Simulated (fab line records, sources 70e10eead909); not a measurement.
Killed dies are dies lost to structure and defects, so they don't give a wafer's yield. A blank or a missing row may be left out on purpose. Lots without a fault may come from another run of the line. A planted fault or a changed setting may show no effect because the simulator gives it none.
fab line records | flow nand_harc
record lots=12 wafers=36 last_day=24
route steps=1159 shown P_GATE@213 P_CONTACT@217 P_M0@261
lots that met no fault: from a run of the same line without faults
start_h: hours from the record's first day to the start of the lot's first wafer shown | wait_h: hours since the lot's step before | " the same as in the row above | L1.1+2: a row that stands for several wafers | - no value, or no start given | * or withheld: withheld | < > ~ a bound
route shown NAME@n: a module of which the file shows steps, and the number in the route of the first | usual: mean/standard deviation of fault-free wafers | same: alike in all rows | chamber/n: place in a boat | sites: the reading at each site | _std_site: their standard deviation | _edge_site: outer sites' mean less inner sites' | radius_mm: how far each site lies from the wafer's centre | mask NAME#n: copy n | behind: the tool/chamber that last shaped the wafer | hold: why the lot was held/for how many hours/how that ended | device: the transistor (n, p or np) that didn't switch | end of line: the same wafers' tests at the end of the route | a step without rows: its recipe alone | killed: dies lost to structure and defects at the first sort, not the wafer's yield | map: a wafer's dies, x killed, . not, _ none there
set.NAME: the setting as run; set.NAME@STEP: as run at that earlier step | model.NAME: the simulator's own value behind a step, which no gauge read
steps of the route over a sample of lots; a table a step, a row a wafer
services: from which hour (start_h, from the record's first day; less than 0 if before it) a tool's chamber was out of use, for how many hours, and why
## steps
# step NHARC_P_GATE_RTA_80
# recipe temp_c=300 time_s=30
# usual lamp_power_pct=2.22/0.16 lamp_zone_5_pct=2.22/0.16 wafer_temp_C_max=301.2/0.32
# columns lot.wafer tool chamber start_h wait_h lamp_power_pct lamp_zone_5_pct wafer_temp_C_max
L715.1 rtp_anneal-02 0 111.87 - 2.35 2.35 301.4
L715.2 " 0 " " 2.35 2.35 301.2
L715.6 " 0 " " 2.35 2.35 301.3
L716.1 rtp_anneal-01 0 118.72 - 2.03 2.03 301.6
L716.3 " 0 " " 2.03 2.03 301.4
L716.5 " 0 " " 2.04 2.03 301.4
L718.2 rtp_anneal-02 0 121.74 - 2.36 2.36 300.7
L718.4 " 0 " " 2.36 2.36 301.0
L718.5 " 0 " " 2.36 2.36 301.1
L717.2 rtp_anneal-01 0 124.92 - 2.03 2.03 301.7
L717.3 " 0 " " 2.03 2.03 301.2
L717.5 " 0 " " 2.03 2.03 301.7
L719.2 rtp_anneal-01 0 134.50 - 2.04 2.04 301.2
L719.5 " 0 " " 2.04 2.04 301.4
L719.6 " 0 " " 2.04 2.04 302.3
L720.3 rtp_anneal-02 0 134.77 - 2.35 2.35 300.9
L720.4 " 0 " " 2.36 2.36 301.0
L720.5 " 0 " " 2.36 2.35 301.2
L721.1 rtp_anneal-02 0 152.39 - 2.36 2.36 301.0
L721.4 " 0 " " 2.36 2.36 300.8
L721.5 " 0 " " 2.36 2.36 300.5
L725.2 rtp_anneal-02 0 164.07 - 2.36 2.36 300.9
L725.4 " 0 " " 2.36 2.36 300.9
L725.5 " 0 " " 2.36 2.36 301.2
L732.1 rtp_anneal-02 0 209.44 - 2.36 2.35 300.9
L732.2 " 0 " " 2.35 2.35 301.5
L732.5 " 0 " " 2.35 2.36 301.1
L733.1 rtp_anneal-02 0 216.44 - 2.35 2.35 301.0
L733.3 " 0 " " 2.35 2.35 300.5
L733.4 " 0 " " 2.35 2.35 300.7
L736.2 rtp_anneal-01 0 233.95 - 2.04 2.04 301.5
L736.5 " 0 " " 2.04 2.04 301.4
L736.6 " 0 " " 2.04 2.04 301.8
L738.1 rtp_anneal-02 0 246.08 - 2.35 2.35 301.1
L738.2 " 0 " " 2.35 2.35 301.3
L738.5 " 0 " " 2.35 2.35 301.4
# step NHARC_P_CONTACT_DEP_30
# recipe target_thk_a=300 temp_c=400 target_thk_nm=30 flow_sccm=200 rf_w=450 material=SiNx
# usual heater_power_w=723/130
# columns lot.wafer tool chamber start_h wait_h heater_power_w
L715.1 pecvd-01 1 112.80 0.1 842
L715.2 " 2 " " 659
L715.6 " 1 " " 841
L716.3 pecvd-04 0 119.53 0.1 754
L716.1 " 2 " " 569
L716.5 " 1 " " 935
L718.2 pecvd-01 0 122.48 0.1 762
L718.5 " 2 " " 621
L718.4 " 0 " " 768
L717.2 pecvd-01 1 125.62 0.1 835
L717.3 " 0 " " 662
L717.5 " 1 " " 823
L719.2 pecvd-02 2 135.27 0.1 791
L719.5 " 0 " " 544
L719.6 " 2 " " 822
L720.3 pecvd-04 0 135.60 0.2 778
L720.4 " 0 " " 786
L720.5 " 1 " " 858
L721.1 pecvd-02 1 153.19 0.1 872
L721.4 " 2 " " 785
L721.5 " 0 " " 620
L725.2 pecvd-01 2 164.76 0.1 727
L725.5 " 2 " " 739
L725.4 " 1 " " 826
L732.1 pecvd-02 2 210.16 0.1 848
L732.2 " 1 " " 710
L732.5 " 0 " " 631
L733.1 pecvd-02 2 217.17 0.1 692
L733.3 " 1 " " 767
L733.4 " 0 " " 550
L736.2 pecvd-01 1 234.75 0.2 782
L736.6 " 2 " " 602
L736.5 " 0 " " 778
L738.1 pecvd-02 1 246.80 0.1 764
L738.2 " 2 " " 808
L738.5 " 1 " " 767
# step NHARC_P_CONTACT_DEP_00
# recipe target_thk_a=5000 temp_c=400 pressure_torr=6.5 rf_w=900 teos_flow_sccm=161.4 flow_sccm=2650 target_thk_nm=500 gas=O2 material=SiO2
# usual heater_power_w=567/130 throttle_valve_pct=16.1/0.37
# columns lot.wafer tool chamber start_h wait_h heater_power_w throttle_valve_pct
L715.1 pecvd-01 1 - - 595 15.8
L715.2 " 2 " " 490 16.5
L715.6 " 1 " " 648 15.5
L716.3 pecvd-04 0 - - 625 16.3
L716.1 " 2 " " 402 15.6
L716.5 " 1 " " 792 15.9
L718.2 pecvd-01 0 - - 477 16.1
L718.5 " 2 " " 492 16.7
L718.4 " 0 " " 522 16.0
L717.2 pecvd-01 1 - - 662 15.7
L717.3 " 0 " " 509 15.9
L717.5 " 1 " " 683 15.8
L719.2 pecvd-02 2 - - 578 16.1
L719.5 " 0 " " 459 15.9
L719.6 " 2 " " 606 16.3
L720.3 pecvd-04 0 - - 633 16.1
L720.4 " 0 " " 634 16.2
L720.5 " 1 " " 766 16.0
L721.1 pecvd-02 1 - - 726 16.1
L721.4 " 2 " " 692 16.1
L721.5 " 0 " " 416 16.0
L725.2 pecvd-01 2 - - 573 16.9
L725.5 " 2 " " 583 17.0
L725.4 " 1 " " 611 15.7
L732.1 pecvd-02 2 - - 549 16.2
L732.2 " 1 " " 650 15.8
L732.5 " 0 " " 381 16.3
L733.1 pecvd-02 2 - - 535 16.1
L733.3 " 1 " " 618 15.9
L733.4 " 0 " " 456 16.2
L736.2 pecvd-01 1 - - 668 16.1
L736.6 " 2 " " 535 17.4
L736.5 " 0 " " 584 16.1
L738.1 pecvd-02 1 - - 647 16.0
L738.2 " 2 " " 648 16.1
L738.5 " 1 " " 653 15.9
# step NHARC_P_M0_PEB_07
# recipe peb_temp_c=100 peb_time_s=65
# usual heater_power_total_W=156.7/0.4 plate_temp_C=100.01/0.12
# columns lot.wafer tool chamber start_h wait_h heater_power_total_W plate_temp_C
L715.1 litho_track-01 0 129.74 0.1 156.3 99.86
L715.2 " 0 " " 156.3 100.13
L715.6 " 0 " " 157.1 99.89
L716.1 litho_track-04 0 133.92 0.1 157.2 100.10
L716.3 " 0 " " 156.1 100.09
L716.5 " 0 " " 156.8 100.04
L718.2 litho_track-01 0 138.78 0.1 156.5 100.06
L718.4 " 0 " " 156.7 99.97
L718.5 " 0 " " 156.7 99.90
L717.2 litho_track-04 0 139.42 0.1 156.5 99.87
L717.3 " 0 " " 157.0 100.07
L717.5 " 0 " " 156.1 99.85
L719.2 litho_track-06 0 147.98 0.1 157.0 99.84
L719.5 " 0 " " 157.1 99.80
L719.6 " 0 " " 156.9 99.91
L720.3 litho_track-04 0 148.53 0.0 157.0 100.11
L720.4 " 0 " " 157.1 100.10
L720.5 " 0 " " 156.8 100.11
L721.1 litho_track-04 0 158.64 0.1 147.6 95.87
L721.4 " 0 " " 148.3 95.95
L721.5 " 0 " " 147.6 95.99
L725.2 litho_track-04 0 170.41 0.1 147.5 95.82
L725.4 " 0 " " 148.0 95.79
L725.5 " 0 " " 147.4 95.95
L732.1 litho_track-06 0 218.34 0.1 156.9 100.00
L732.2 " 0 " " 156.8 100.23
L732.5 " 0 " " 156.7 100.09
L733.1 litho_track-01 0 222.93 0.1 156.3 100.04
L733.3 " 0 " " 157.1 99.82
L733.4 " 0 " " 157.1 99.87
L736.2 litho_track-01 0 240.49 0.1 156.0 99.89
L736.5 " 0 " " 156.5 100.16
L736.6 " 0 " " 156.9 100.12
L738.1 litho_track-06 0 252.21 0.1 157.2 99.89
L738.2 " 0 " " 156.2 100.01
L738.5 " 0 " " 156.7 100.00
## services
# columns tool chamber start_h hours kind
litho_track-01 - 93.00 7.0 pm
litho_track-06 - 117.00 7.0 pm
litho_track-04 - 141.00 7.0 pm
pecvd-04 0 150.90 7.7 repair
pecvd-02 - 153.61 13.0 pm
pecvd-02 0 153.61 13.0 vent_cycle
pecvd-02 1 153.61 13.0 vent_cycle
pecvd-02 2 153.61 13.0 vent_cycle
pecvd-02 0 166.61 - clean
pecvd-02 1 166.61 - clean
pecvd-02 2 166.61 - clean
pecvd-02 - 180.19 3.1 repair
pecvd-04 - 195.16 13.0 pm
pecvd-04 0 195.16 13.0 vent_cycle
pecvd-04 1 195.16 13.0 vent_cycle
pecvd-04 2 195.16 13.0 vent_cycle
pecvd-04 0 219.42 5.4 repair
pecvd-01 - 237.00 13.0 pm
pecvd-01 0 237.00 13.0 vent_cycle
pecvd-01 1 237.00 13.0 vent_cycle
pecvd-01 2 237.00 13.0 vent_cycle
pecvd-01 0 250.00 - clean
pecvd-01 1 250.00 - clean
pecvd-01 2 250.00 - clean
## key
first_sign step=NHARC_P_M0_PEB_07 reading=plate_temp_C direction=down sigmas=34 usual=* struck=*
effect step=NHARC_P_M0_PEB_07 reading=heater_power_total_W direction=down sigmas=22 usual=* struck=*
met_at NHARC_P_M0_PEB_07
struck_lots L721,L725
later_rows_left_out L721.5,L725.5
sort_left_out L721.1,L721.4,L721.5,L725.2,L725.4,L725.5
not_acting_at NHARC_P_GATE_RTA_80,NHARC_P_CONTACT_DEP_30,NHARC_P_CONTACT_DEP_00
onset_between 148.53 158.64
fault kind=process_parameter_drift tool=litho_track-04 chamber=- onset_h=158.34 steps=NHARC_P_M0_PEB_07 channel=peb_temp_c offset=* shape=step end_h=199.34 acts_in=* stated=*
# sort_left_out: the simulated sort isn't trusted on such a fault, so these wafers' sort isn't shown, and their yield isn't known
# later_rows_left_out: the simulator's readings of these wafers behind a module that went badly wrong aren't trusted and aren't shown, but for the sort
